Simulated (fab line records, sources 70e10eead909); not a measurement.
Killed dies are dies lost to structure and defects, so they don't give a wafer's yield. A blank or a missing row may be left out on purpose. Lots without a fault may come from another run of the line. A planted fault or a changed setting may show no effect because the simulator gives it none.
Chamber matching | flow nand_harc | NHARC_P_M0_CMP_23 on cmp-03: 4 sister chambers
The step polishes, t overpolish 20 s, target thk 117.54 nm. 16 wafers are shown with their chamber, then 8 later ones without.

WAFERS WITH THEIR CHAMBER
wafer  | chamber | motor_current_A (A) | time_to_endpoint_s (s)
L075.1 | 0       | 11.3                | 28
L075.3 | 1       | 12.0                | 29
L075.4 | 3       | 9.7                 | 29
L081.3 | 2       | 11.8                | 22
L081.4 | 0       | 11.5                | 30
L081.5 | 3       | 10.1                | 31
L083.1 | 0       | 11.4                | 33
L083.4 | 2       | 11.8                | 23
L083.5 | 1       | 12.0                | 33
L084.2 | 1       | 12.0                | 32
L084.3 | 2       | 11.7                | 22
L084.6 | 3       | 10.4                | 29
L086.2 | 1       | 12.6                | 34
L086.3 | 0       | 11.5                | 32
L086.4 | 2       | 12.4                | 24
L090.1 | 2       | 11.7                | 25

SIGNATURES (means of the wafers above)
reading            | chamber 0 | chamber 1 | chamber 2 | chamber 3 | scatter within a chamber
motor_current_A    | 11.425    | 12.150    | 11.880    | 10.067    | 0.273
time_to_endpoint_s | 30.75     | 32.00     | 23.20     | 29.67     | 1.78
Rule: a wafer's distance from a chamber is the root of the sum, over the readings, of the square of ((its reading less the chamber's mean) divided by the reading's scatter). The wafer belongs to the nearest chamber; if the next one is less than 2 further off, it can't be placed. The scatter: the root of (the sum of the squares of (reading less its chamber's mean) over the shown wafers, divided by (wafers less chambers)).

WAFERS WITHOUT THEIR CHAMBER
wafer  | motor_current_A (A) | time_to_endpoint_s (s)
L090.2 | 11.2                | 33
L090.3 | 11.1                | 34
L092.3 | 11.2                | 36
L092.4 | 12.5                | 25
L092.5 | 9.8                 | 30
L093.2 | 10.9                | 33
L093.3 | 11.6                | 35
L093.5 | 11.9                | 36

WHICH CHAMBER EACH WENT THROUGH
wafer  | from the rows above     | in truth
L090.2 | 0                       | 0
L090.3 | can't be placed: 0 or 1 | 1
L092.3 | can't be placed: 0 or 1 | 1
L092.4 | can't be placed: 2 or 1 | 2
L092.5 | 3                       | 3
L093.2 | can't be placed: 0 or 3 | 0
L093.3 | can't be placed: 0 or 1 | 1
L093.5 | can't be placed: 1 or 0 | 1
Placed correctly: 2 of 8. Can't be placed from these rows: 6 (the true chamber is among the candidates in 6). Placed wrongly: 0.
